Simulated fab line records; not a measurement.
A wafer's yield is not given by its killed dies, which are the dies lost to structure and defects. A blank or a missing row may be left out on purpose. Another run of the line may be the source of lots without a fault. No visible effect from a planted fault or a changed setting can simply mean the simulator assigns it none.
Split-lot trial -- flow n5Finfet -- route with 1938 steps; 7 lots, 21 wafers read

== THE SPLIT ITSELF ==
At N5_BEOL_M8_DESCUM_33 (chemistry O2, time 7 s), the setting timeS was moved away from the recipe's 7 s on 8 of the 21 wafers read, by -17.2% to +16.4%. This setting was run at the recipe's value on the other wafers.

== FROM SPLIT TO READING: 1 step shown by the file between the two ==
- N5_BEOL_M8_ETCH_72: etches underlayer in N2/H2, target depth 6.5 nm, time 5.2 s

== THE READING ==
CAR-EUV_of_BEOL_M8_COAT_22.thkNm (the simulator's own value, which no gauge read), in nm, at N5_BEOL_M8_ETCH_65 (etches SiARC in CF4, target depth 15.6 nm, time 26 s). No usual value for it is given in the file. Across the 13 wafers here that went through the recipe, the average is 11.2 nm and the standard deviation 0.12 nm.

wafer,"tool, chamber at the split","timeS as run, s",against the recipe,"CAR-EUV_of_BEOL_M8_COAT_22.thkNm, nm",against lot-mates on the recipe
L079.1,"rieDiel-04, 2",7,recipe,11.2,-
L079.6,"rieDiel-04, 0",7,recipe,11.2,-
L079.5,"rieDiel-04, 3",7.452,+6.5%,11,-0.2
L081.1,"rieDiel-01, 0,3",7,recipe,11,-
L081.2,"rieDiel-01, 0,3",7,recipe,11.2,-
L081.5,"rieDiel-01, 0",8.151,+16.4%,10.4,-0.7
L084.1,"rieDiel-03, 2",7,recipe,11,-
L084.2,"rieDiel-03, 1,0",5.799,-17.2%,11.6,+0.6
L084.4,"rieDiel-03, 1,0",5.799,-17.2%,11.6,+0.6
L087.2,"rieDiel-03, 2",7,recipe,11.4,-
L087.3,"rieDiel-03, 0",7,recipe,11.2,-
L087.4,"rieDiel-03, 2",5.932,-15.3%,11.8,+0.5
L091.2,"rieDiel-03, 1,0",7,recipe,11.2,-
L091.3,"rieDiel-03, 3",8.125,+16.1%,10.8,-0.5
L091.5,"rieDiel-03, 1,0",7,recipe,11.4,-
L093.2,"rieDiel-04, 0",7,recipe,11,-
L093.4,"rieDiel-04, 1,3",7,recipe,11.2,-
L093.6,"rieDiel-04, 1,3",7,recipe,11.2,-
L096.1,"rieDiel-01, 0",7.423,+6.0%,10.8,-0.4
L096.5,"rieDiel-01, 0",7.423,+6.0%,10.8,-0.4
L096.2,"rieDiel-01, 3",7,recipe,11.2,-
The file does not say which wafer passed through which chamber wherever a row lists several chambers: such a row stands for several wafers.

FIT RESULTS
A straight line over all 21 wafers: CAR-EUV_of_BEOL_M8_COAT_22.thkNm changes by -0.0331 nm for each +1% of timeS; r = -0.90; the points scatter about the line by 0.14 nm.
The same after taking each lot's own level away (the mean of its wafers on the recipe; 21 wafers): -0.0368 nm for each +1%; r = -0.96; scatter 0.093 nm.
Per that fit: largest timeS move, reading shift of 0.63 nm.
The lots' own levels span 11.00 to 11.30 nm, that is 2.4 times the standard deviation above.
Hence the lot-to-lot level has little effect on the slope; both slopes agree.
Check: for one of the wafers moved furthest among these (-17.2%), held out of the fit, the line's prediction against its lot-mates is +0.613 nm. It came out at +0.6 nm against them.

== THE WHOLE CHAIN: every reading that the file lists as answering this split, in the file's order ==
step,what it does,reading,change (the file's fit),r (the file's)
N5_BEOL_M8_DESCUM_33,"chemistry O2, time 7 s","CAR-EUV_of_BEOL_M8_COAT_22.thkNm (the simulator's own value, which no gauge read)",-0.0329 nm for each +1% of the setting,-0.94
N5_BEOL_M8_ETCH_72,"etches underlayer in N2/H2, target depth 6.5 nm, time 5.2 s","CAR-EUV_of_BEOL_M8_COAT_22.thkNm (the simulator's own value, which no gauge read)",-0.0346 nm for each +1% of the setting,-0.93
N5_BEOL_M8_ETCH_65,"etches SiARC in CF4, target depth 15.6 nm, time 26 s","CAR-EUV_of_BEOL_M8_COAT_22.thkNm (the simulator's own value, which no gauge read)",-0.0363 nm for each +1% of the setting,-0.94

== FILE'S OWN FIT ==
CAR-EUV_of_BEOL_M8_COAT_22.thkNm changes by -0.0363 nm for each +1% of timeS, r = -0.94.
